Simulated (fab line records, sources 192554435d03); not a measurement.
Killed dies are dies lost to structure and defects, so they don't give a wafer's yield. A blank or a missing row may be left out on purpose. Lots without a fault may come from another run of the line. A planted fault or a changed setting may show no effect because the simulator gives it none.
Chamber matching | flow n5_finfet | N5_BEOL_M13_VIA_ETCH_16 on rie_diel-01: 4 sister chambers
The step etches SiOC in C4F8/O2/Ar, target depth 921.7 nm. 20 wafers are shown with their chamber, then 10 later ones without.

WAFERS WITH THEIR CHAMBER
wafer  | chamber | drypump_motor_current_A (A) | throttle_valve_pct (%) | showerhead_plenum_p_Torr (Torr)
L074.2 | 3       | 6.1                         | 24.70                  | 3.24
L074.4 | 2       | 6.1                         | 23.79                  | 3.51
L074.5 | 1       | 5.3                         | 24.27                  | 3.24
L078.1 | 0       | 6.4                         | 23.90                  | 3.36
L078.3 | 3       | 6.1                         | 24.74                  | 3.24
L078.6 | 0       | 6.4                         | 23.89                  | 3.36
L083.2 | 0       | 6.4                         | 23.90                  | 3.36
L083.3 | 2       | 6.1                         | 23.81                  | 3.50
L083.4 | 3       | 6.1                         | 24.74                  | 3.23
L085.1 | 3       | 6.1                         | 24.76                  | 3.23
L085.3 | 0       | 6.4                         | 23.90                  | 3.36
L085.4 | 1       | 5.3                         | 24.32                  | 3.24
L084.1 | 1       | 5.3                         | 24.30                  | 3.23
L084.2 | 2       | 6.1                         | 23.82                  | 3.50
L084.3 | 0       | 6.4                         | 23.92                  | 3.36
L087.3 | 2       | 6.0                         | 23.82                  | 3.49
L087.4 | 1       | 5.3                         | 24.30                  | 3.23
L087.5 | 3       | 6.1                         | 24.75                  | 3.23
L091.1 | 2       | 6.1                         | 23.83                  | 3.49
L091.3 | 0       | 6.4                         | 23.93                  | 3.35

SIGNATURES (means of the wafers above)
reading                  | chamber 0 | chamber 1 | chamber 2 | chamber 3 | scatter within a chamber
drypump_motor_current_A  | 6.400     | 5.300     | 6.080     | 6.100     | 0.0224
throttle_valve_pct       | 23.9067   | 24.2975   | 23.8140   | 24.7380   | 0.0184
showerhead_plenum_p_Torr | 3.3583    | 3.2350    | 3.4980    | 3.2340    | 0.00604
Rule: a wafer's distance from a chamber is the root of the sum, over the readings, of the square of ((its reading less the chamber's mean) divided by the reading's scatter). The wafer belongs to the nearest chamber; if the next one is less than 2 further off, it can't be placed. The scatter: the root of (the sum of the squares of (reading less its chamber's mean) over the shown wafers, divided by (wafers less chambers)).

WAFERS WITHOUT THEIR CHAMBER
wafer  | drypump_motor_current_A (A) | throttle_valve_pct (%) | showerhead_plenum_p_Torr (Torr)
L091.6 | 6.4                         | 23.92                  | 3.35
L094.1 | 6.0                         | 24.45                  | 3.62
L094.2 | 6.4                         | 23.93                  | 3.35
L094.5 | 5.3                         | 24.34                  | 3.23
L096.1 | 6.4                         | 23.94                  | 3.35
L096.2 | 6.0                         | 24.45                  | 3.62
L096.6 | 5.3                         | 24.34                  | 3.22
L095.1 | 5.3                         | 24.34                  | 3.22
L095.2 | 6.4                         | 23.95                  | 3.34
L095.5 | 5.3                         | 24.33                  | 3.22

WHICH CHAMBER EACH WENT THROUGH
wafer  | from the rows above | in truth
L091.6 | 0                   | 0
L094.1 | 2                   | 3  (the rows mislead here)
L094.2 | 0                   | 0
L094.5 | 1                   | 1
L096.1 | 0                   | 0
L096.2 | 2                   | 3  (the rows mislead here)
L096.6 | 1                   | 1
L095.1 | 1                   | 1
L095.2 | 0                   | 0
L095.5 | 1                   | 1
Placed correctly: 8 of 10. Can't be placed from these rows: 0. Placed wrongly: 2.
